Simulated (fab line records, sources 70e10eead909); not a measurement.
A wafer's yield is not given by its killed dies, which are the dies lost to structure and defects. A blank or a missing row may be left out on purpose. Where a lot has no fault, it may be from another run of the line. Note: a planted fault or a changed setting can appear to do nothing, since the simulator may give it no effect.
fab line records -- flow nand_harc
[record] lots = 13, wafers = 39, last_day = 33
route steps=1302 shown A_ONON_D1@441 A_CHANNEL_HOLE_D1@463 END@1302
lots that met no fault: from a run of the same line without faults
start_h: start of the lot's first displayed wafer, in hours after the record's first day -- wait_h: how many hours have passed since the lot's step before this one -- " same as the row above -- L1.1+2: a single row standing in for several wafers -- - no value, or no start was given -- * or withheld: withheld -- < > ~ a bound
route shown NAME@n: names a module that has steps shown in the file, with the first one's number in the route -- usual: average and standard deviation across the fault-free wafers -- same: alike in all rows -- chamber/n: place in a boat -- sites: the reading at each site -- _std_site: their standard deviation -- _edge_site: outer sites' mean less inner sites' -- radius_mm: for every site, how far away it sits from the centre of the wafer -- mask NAME#n: copy n -- behind: the tool/chamber that last shaped the wafer -- hold: why the lot was held/for how many hours/how that ended -- device: the n, p or np transistor that did not switch -- end of line: the same wafers' tests at the end of the route -- a step with no rows: only its recipe -- killed: count of dies lost to structure and defects at first sort (not the wafer's yield) -- map: per-die view of a wafer (x killed, . not killed, _ where there is no die)
set.NAME: the run value of the setting; set.NAME@STEP: its run value at that earlier step -- model.NAME: the simulator's own value behind a step, which no gauge read
route steps across a sampled set of lots; one table per step, one row per wafer
services: the hour from which a tool's chamber was out of use, counted from the record's first day as start_h (under 0 if before that day), plus the number of hours and why
[[steps]]
[step NHARC_A_ONON_D1_THK_MEAS_24]
[recipe] thk_meas_gauge = ellipsometry
[usual] thk_nm = 1001/10
lot.wafer,tool,chamber,start_h,wait_h,thk_nm
L433.1,film_metro-02,-,195.61,-,1001
L433.2,film_metro-02,-,195.61,-,1002
L433.6,film_metro-02,-,195.61,-,1002
L434.1,film_metro-02,-,201.78,-,1015
L434.2,film_metro-02,-,201.78,-,1016
L434.5,film_metro-02,-,201.78,-,1016
L436.3,film_metro-01,-,226.02,-,997
L436.4,film_metro-01,-,226.02,-,997
L436.5,film_metro-01,-,226.02,-,998
L438.2,film_metro-01,-,244.34,-,1004
L438.3,film_metro-01,-,244.34,-,1001
L438.5,film_metro-01,-,244.34,-,1000
L441.1,film_metro-02,-,270.08,-,997
L441.2,film_metro-02,-,270.08,-,1000
L441.6,film_metro-02,-,270.08,-,997
L442.1,film_metro-02,-,291.01,-,1001
L442.3,film_metro-02,-,291.01,-,1000
L442.6,film_metro-02,-,291.01,-,998
L443.1,film_metro-02,-,294.82,-,1001
L443.3,film_metro-02,-,294.82,-,1002
L443.5,film_metro-02,-,294.82,-,1002
L445.1,film_metro-02,-,317.16,-,999
L445.5,film_metro-02,-,317.16,-,1000
L445.6,film_metro-02,-,317.16,-,999
L447.1,film_metro-02,-,329.50,-,1013
L447.3,film_metro-02,-,329.50,-,1014
L447.6,film_metro-02,-,329.50,-,1012
L451.1,film_metro-01,-,377.04,-,1007
L451.4,film_metro-01,-,377.04,-,1007
L451.5,film_metro-01,-,377.04,-,1006
L452.1,film_metro-01,-,384.10,-,997
L452.5,film_metro-01,-,384.10,-,996
L452.6,film_metro-01,-,384.10,-,997
L453.1,film_metro-02,-,389.19,-,1009
L453.3,film_metro-02,-,389.19,-,1008
L453.5,film_metro-02,-,389.19,-,1007
L454.1,film_metro-02,-,398.50,-,1009
L454.3,film_metro-02,-,398.50,-,1009
L454.6,film_metro-02,-,398.50,-,1009
[step NHARC_A_ONON_D1_DEP_28]
[recipe] target_thk_a = 10000, n2_flow_sccm = 2750, n2o_flow_sccm = 2000, nh3_flow_sccm = 500, sih4_flow_sccm = 210, temp_c = 400
lot.wafer,tool,chamber,start_h,wait_h
L433.1+2+6,pecvd_onon-01,0,196.23,0.1
L434.1+2+5,pecvd_onon-02,0,202.41,0.1
L436.3+4+5,pecvd_onon-03,0,226.76,0.2
L438.2+3+5,pecvd_onon-03,0,245.03,0.1
L441.1+2+6,pecvd_onon-03,0,270.70,0.1
L442.1+3+6,pecvd_onon-02,0,291.63,0.1
L443.1+3+5,pecvd_onon-02,0,295.44,0.1
L445.1+5+6,pecvd_onon-02,0,317.83,0.1
L447.1+3+6,pecvd_onon-02,0,330.13,0.1
L451.1+4+5,pecvd_onon-01,0,377.67,0.1
L452.1+5+6,pecvd_onon-03,0,384.73,0.1
L453.1+3+5,pecvd_onon-02,0,389.81,0.1
L454.1+3+6,pecvd_onon-01,0,399.12,0.1
[step NHARC_A_ONON_D1_THK_MEAS_30]
[recipe] thk_meas_gauge = ellipsometry
[usual] thk_nm = 1003/11
lot.wafer,tool,chamber,start_h,wait_h,thk_nm
L433.1,film_metro-02,-,196.75,-,1005
L433.2,film_metro-02,-,196.75,-,1004
L433.6,film_metro-02,-,196.75,-,1004
L434.1,film_metro-02,-,202.92,-,1010
L434.2,film_metro-02,-,202.92,-,1007
L434.5,film_metro-02,-,202.92,-,1009
L436.3,film_metro-01,-,227.15,-,1002
L436.4,film_metro-01,-,227.15,-,1001
L436.5,film_metro-01,-,227.15,-,1002
L438.2,film_metro-02,-,245.48,-,1005
L438.3,film_metro-02,-,245.48,-,1004
L438.5,film_metro-02,-,245.48,-,1004
L441.1,film_metro-02,-,271.21,-,1012
L441.2,film_metro-02,-,271.21,-,1012
L441.6,film_metro-02,-,271.21,-,1012
L442.1,film_metro-02,-,292.14,-,1027
L442.3,film_metro-02,-,292.14,-,1027
L442.6,film_metro-02,-,292.14,-,1025
L443.1,film_metro-02,-,295.95,-,640
L443.3,film_metro-02,-,295.95,-,642
L443.5,film_metro-02,-,295.95,-,642
L445.1,film_metro-02,-,318.34,-,632
L445.5,film_metro-02,-,318.34,-,632
L445.6,film_metro-02,-,318.34,-,630
L447.1,film_metro-01,-,330.64,-,636
L447.3,film_metro-01,-,330.64,-,637
L447.6,film_metro-01,-,330.64,-,637
L451.1,film_metro-01,-,378.18,-,1002
L451.4,film_metro-01,-,378.18,-,1001
L451.5,film_metro-01,-,378.18,-,1001
L452.1,film_metro-01,-,385.24,-,1000
L452.5,film_metro-01,-,385.24,-,1000
L452.6,film_metro-01,-,385.24,-,1000
L453.1,film_metro-02,-,390.32,-,990
L453.3,film_metro-02,-,390.32,-,990
L453.5,film_metro-02,-,390.32,-,992
L454.1,film_metro-01,-,399.63,-,1009
L454.3,film_metro-01,-,399.63,-,1008
L454.6,film_metro-01,-,399.63,-,1009
[step NHARC_A_CHANNEL_HOLE_D1_OVL_MEAS_11]
[usual] overlay_x_nm = 0.0/0.85, overlay_y_nm = -0.1/0.83
lot.wafer,tool,chamber,start_h,wait_h,overlay_x_nm,overlay_y_nm
L433.1,overlay-02,-,206.39,-,0.8,0.1
L433.2,overlay-02,-,206.39,-,0.3,0.2
L433.6,overlay-02,-,206.39,-,0.5,0.2
L434.1,overlay-02,-,207.98,-,0.6,-0.1
L434.2,overlay-02,-,207.98,-,0.2,-0.1
L434.5,overlay-02,-,207.98,-,0.5,0.1
L436.3,overlay-01,-,231.02,-,0.7,0.2
L436.4,overlay-01,-,231.02,-,0.6,-0.5
L436.5,overlay-01,-,231.02,-,0.7,-0.1
L438.2,overlay-01,-,250.88,-,0.2,-0.6
L438.3,overlay-01,-,250.88,-,1.1,-0.7
L438.5,overlay-01,-,250.88,-,1.1,-0.2
L441.1,overlay-02,-,274.51,-,-0.6,-0.2
L441.2,overlay-02,-,274.51,-,-0.6,-0.5
L441.6,overlay-02,-,274.51,-,-0.4,-0.6
L442.1,overlay-02,-,296.62,-,-0.8,0.4
L442.3,overlay-02,-,296.62,-,-0.3,-0.2
L442.6,overlay-02,-,296.62,-,-0.9,0.4
L451.1,overlay-01,-,386.21,-,0.3,-0.8
L451.4,overlay-01,-,386.21,-,-0.1,-0.5
L451.5,overlay-01,-,386.21,-,-0.3,-0.5
L452.1,overlay-01,-,391.70,-,-0.7,0.4
L452.5,overlay-01,-,391.70,-,-0.9,-0.4
L452.6,overlay-01,-,391.70,-,-1.5,-0.3
L453.1,overlay-01,-,393.73,-,1.2,-0.2
L453.3,overlay-01,-,393.73,-,1.6,0.2
L453.5,overlay-01,-,393.73,-,1.5,0.8
L454.1,overlay-01,-,402.84,-,-1.1,1.5
L454.3,overlay-01,-,402.84,-,-0.2,1.2
L454.6,overlay-01,-,402.84,-,-0.4,1.4
[step NHARC_A_CHANNEL_HOLE_D1_DESCUM_15]
[recipe] time_s = 3, o2_flow_sccm = 200, ar_flow_sccm = 0, bias_power_w = 0, chemistry = O2
[usual] drypump_motor_current_A = 5.7/0.45, oes_product_au = 0.998/0.0092, rf_vpp_V = 57.9/0.82, showerhead_plenum_p_Torr = 1.94/0.086, throttle_valve_pct = 11.311/0.0085
lot.wafer,tool,chamber,start_h,wait_h,drypump_motor_current_A,oes_product_au,rf_hours_counter_h,rf_vpp_V,showerhead_plenum_p_Torr,throttle_valve_pct
L433.1,rie_diel-05,1,206.50,0.1,5.7,1.001,11,58.7,2.02,11.311
L433.2,rie_diel-05,2,206.50,0.1,6.4,0.991,11,57.1,1.85,11.311
L433.6,rie_diel-05,0,206.50,0.1,5.2,1.008,-,58.2,1.94,11.323
L434.2,rie_diel-05,3,208.09,0.1,6.0,1.019,11,58.3,1.99,11.310
L434.1,rie_diel-05,0,208.09,0.1,5.2,1.016,10,58.6,1.94,11.307
L434.5,rie_diel-05,2,208.09,0.1,6.3,1.008,-,58.0,1.85,11.328
L436.3,rie_diel-09,1,231.11,0.1,6.4,0.983,24,56.8,2.05,11.316
L436.4,rie_diel-09,0,231.11,0.1,5.8,1.004,27,58.5,2.07,11.320
L436.5,rie_diel-09,1,231.11,0.1,6.4,0.982,-,58.4,2.05,11.318
L438.2,rie_diel-05,1,250.99,0.1,5.7,0.992,1,57.9,2.02,11.309
L438.3,rie_diel-05,3,250.99,0.1,6.0,0.997,2,57.4,1.99,11.308
L438.5,rie_diel-05,0,250.99,0.1,5.2,1.006,-,57.9,1.94,11.321
L441.2,rie_diel-05,1,274.67,0.1,5.7,0.985,3,57.6,2.01,11.308
L441.1,rie_diel-05,2,274.67,0.1,6.4,1.000,3,56.7,1.85,11.310
L441.6,rie_diel-05,1,274.67,0.1,5.7,0.985,-,59.4,2.01,11.305
L442.1,rie_diel-05,3,296.72,0.1,6.0,1.005,6,58.0,1.99,11.311
L442.3,rie_diel-05,2,296.72,0.1,6.3,1.007,5,58.2,1.85,11.294
L442.6,rie_diel-05,3,296.72,0.1,6.0,0.997,-,57.2,1.99,11.303
L451.1,rie_diel-09,1,386.31,0.1,6.3,1.002,16,58.3,2.03,11.315
L451.4,rie_diel-09,3,386.31,0.1,6.2,0.988,17,59.7,2.05,11.319
L451.5,rie_diel-09,1,386.31,0.1,6.3,1.013,-,57.9,2.03,11.320
L452.1,rie_diel-05,0,391.82,0.1,5.2,0.992,15,57.1,1.94,11.310
L452.6,rie_diel-05,2,391.82,0.1,6.4,1.004,-,57.1,1.85,11.303
L452.5,rie_diel-05,3,391.82,0.1,6.0,0.995,-,58.9,1.99,11.313
L453.3,rie_diel-05,1,393.84,0.1,5.7,0.974,13,58.0,2.01,11.292
L453.1,rie_diel-05,2,393.84,0.1,6.3,1.003,13,58.2,1.85,11.322
L453.5,rie_diel-05,0,393.84,0.1,5.2,0.996,-,57.4,1.94,11.314
L454.3,rie_diel-06,1,402.97,0.1,5.2,1.005,27,58.0,2.05,11.311
L454.1,rie_diel-06,3,402.97,0.1,5.4,1.002,32,57.8,1.79,11.306
L454.6,rie_diel-06,1,402.97,0.1,5.2,1.014,-,58.7,2.05,11.313
[step NHARC_END_SORT_01]
[recipe] temp_c = 25
[usual] killed_at_array = 55/22, killed_at_other = 1.1/1.4, killed_at_periphery = 4/3.2, killed_dies = 59/22, killed_open = 3.3/1.8, killed_short = 2.5/1.5
[same] gross_dies = 677
lot.wafer,tool,chamber,start_h,wait_h,killed_at_array,killed_at_other,killed_at_periphery,killed_dies,killed_open,killed_short
L443.1,prober-02,0,689.92,2.5,674,0,3,677,3,3
L443.3,prober-02,0,691.53,3.1,676,0,1,677,3,3
L443.5,prober-02,0,693.15,3.7,669,2,6,677,3,1
L447.1,prober-02,0,705.02,2.5,671,0,6,677,4,3
L447.3,prober-02,0,706.60,3.1,669,1,7,677,2,5
L447.6,prober-02,0,708.98,4.0,666,0,11,677,3,0
L445.1,prober-01,0,716.85,2.5,674,1,2,677,4,3
L445.5,prober-01,0,720.05,3.7,675,1,1,677,5,1
L445.6,prober-01,0,720.84,4.0,673,1,3,677,4,2
// killed by level:class
L443.1 A_ONON_D1:area_dep=568 A_SLIT:chamber_film_flake=42 A_CHANNEL_HOLE_D1:chamber_film_flake=30 A_CHANNEL_HOLE_D2:chamber_film_flake=21 A_STAIRCASE:chamber_film_flake=6 A_CONTACT:chamber_film_flake=2 P_M0:geometric_particle:open=1 P_BONDPAD:geometric_particle:open=1
L443.3 A_ONON_D1:area_dep=563 A_SLIT:chamber_film_flake=42 A_CHANNEL_HOLE_D1:chamber_film_flake=33 A_CHANNEL_HOLE_D2:chamber_film_flake=23 A_M1:chamber_film_flake=4 A_CONTACT:chamber_film_flake=3 A_WL_FILL:chamber_film_flake=2 P_M0:geometric_particle:short=1
L443.5 A_ONON_D1:area_dep=597 A_SLIT:chamber_film_flake=31 A_CHANNEL_HOLE_D1:chamber_film_flake=13 A_CHANNEL_HOLE_D2:chamber_film_flake=11 A_STAIRCASE:chamber_film_flake=5 A_ZERO_WELL:chamber_film_flake=3 A_CONTACT:chamber_film_flake=3 THIN_TSV:chamber_film_flake=2
L447.1 A_ONON_D1:area_dep=647 A_CHANNEL_HOLE_D1:chamber_film_flake=11 A_CHANNEL_FILL_D1:geometric_particle:short=2 P_GATE:chamber_film_flake=2 P_M0:chamber_film_flake=2 A_STAIRCASE:chamber_film_flake=2 A_SLIT:chamber_film_flake=2 A_CONTACT:chamber_film_flake=2
L447.3 A_ONON_D1:area_dep=642 A_CHANNEL_HOLE_D1:chamber_film_flake=8 A_SLIT:chamber_film_flake=5 P_BONDPAD:chamber_film_flake=4 A_WL_FILL:chamber_film_flake=3 A_CONTACT:chamber_film_flake=3 A_CHANNEL_FILL_D1:geometric_particle:short=2 A_WL_FILL:geometric_particle:short=2
L447.6 A_ONON_D1:area_dep=644 A_CHANNEL_HOLE_D1:chamber_film_flake=12 P_M0:chamber_film_flake=6 P_BONDPAD:chamber_film_flake=3 A_SLIT:chamber_film_flake=3 A_CONTACT:geometric_particle:open=2 P_GATE:chamber_film_flake=2 A_M1:geometric_particle:open=1
L445.1 A_ONON_D1:area_dep=611 A_SLIT:chamber_film_flake=29 A_CHANNEL_HOLE_D1:chamber_film_flake=13 A_CONTACT:chamber_film_flake=9 A_STAIRCASE:chamber_film_flake=3 A_CHANNEL_HOLE_D2:chamber_film_flake=2 P_M0:geometric_particle:open=1 A_CHANNEL_FILL_D1:geometric_particle:open=1
L445.5 A_ONON_D1:area_dep=619 A_SLIT:chamber_film_flake=26 A_CHANNEL_HOLE_D1:chamber_film_flake=14 A_CONTACT:chamber_film_flake=5 A_STAIRCASE:chamber_film_flake=5 P_CONTACT:geometric_particle:open=1 A_SOURCE_PLATE:geometric_particle:short=1 A_CHANNEL_FILL_D1:geometric_particle:open=1
L445.6 A_ONON_D1:area_dep=605 A_SLIT:chamber_film_flake=37 A_CHANNEL_HOLE_D1:chamber_film_flake=14 A_CONTACT:chamber_film_flake=8 A_CHANNEL_FILL_D2:chamber_film_flake=3 P_M0:geometric_particle:open=1 P_M2:geometric_particle:open=1 A_STAIRCASE:geometric_particle:open=1
[[services]]
tool,chamber,start_h,hours,kind
rie_diel-05,0,184.30,-,clean
rie_diel-05,1,184.30,-,clean
rie_diel-05,2,184.30,-,clean
rie_diel-05,3,184.30,-,clean
pecvd_onon-02,-,185.28,13.0,pm
rie_diel-05,0,208.89,-,clean
rie_diel-05,1,208.89,-,clean
rie_diel-05,2,208.89,-,clean
rie_diel-05,3,208.89,-,clean
rie_diel-06,-,216.99,1.8,repair
pecvd_onon-03,-,227.00,13.0,pm
rie_diel-05,-,229.79,9.0,pm
rie_diel-05,0,229.79,9.0,vent_cycle
rie_diel-05,1,229.79,9.0,vent_cycle
rie_diel-05,2,229.79,9.0,vent_cycle
rie_diel-09,-,265.30,0.1,repair
pecvd_onon-01,-,269.95,13.0,pm
rie_diel-09,2,293.91,3.8,repair
rie_diel-06,-,308.10,9.0,pm
rie_diel-09,-,320.45,9.0,pm
rie_diel-05,1,352.12,3.1,repair
pecvd_onon-02,-,366.28,13.0,pm
rie_diel-05,2,387.36,3.9,repair
rie_diel-05,0,399.93,8.0,repair
[[key]]
[first_sign] step = NHARC_A_ONON_D1_THK_MEAS_30, reading = thk_nm, direction = down, sigmas = 34, usual = 1003, struck = 636
[effect] step = NHARC_END_SORT_01, reading = killed_dies, direction = up, sigmas = 28, usual = 59, struck = 677
[more_kills_born_at] NHARC_A_ONON_D1_DEP_28@pecvd_onon-02 = 5496
met_at NHARC_A_ONON_D1_DEP_28
struck_lots L443,L445,L447
struck_wafers L443.1,L443.3,L443.5,L445.1,L445.5,L445.6,L447.1,L447.3,L447.6
later_rows_left_out L443.1,L443.3,L443.5,L445.1,L445.5,L445.6,L447.1,L447.3,L447.6
tester_left_out L443,L445,L447
not_acting_at NHARC_A_ONON_D1_THK_MEAS_24,NHARC_A_CHANNEL_HOLE_D1_OVL_MEAS_11,NHARC_A_CHANNEL_HOLE_D1_DESCUM_15
onset_between 291.63 295.44
[fault] kind = process_parameter_drift, tool = pecvd_onon-02, chamber = 0, onset_h = 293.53, steps = NHARC_A_ONON_D1_DEP_28, channel = target_thk_a, offset = *, shape = step, end_h = 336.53, acts_in = *, stated = *
// tester_left_out: of these lots the tester's yield and bins aren't shown, on N5 and GAA mostly nor the transistor test; their killed dies are dies lost to structure and defects alone, not to doping, threshold or leakage, so they don't give the yield
// later_rows_left_out: the simulator's readings of these wafers behind a module that went badly wrong aren't trusted and aren't shown, but for the sort
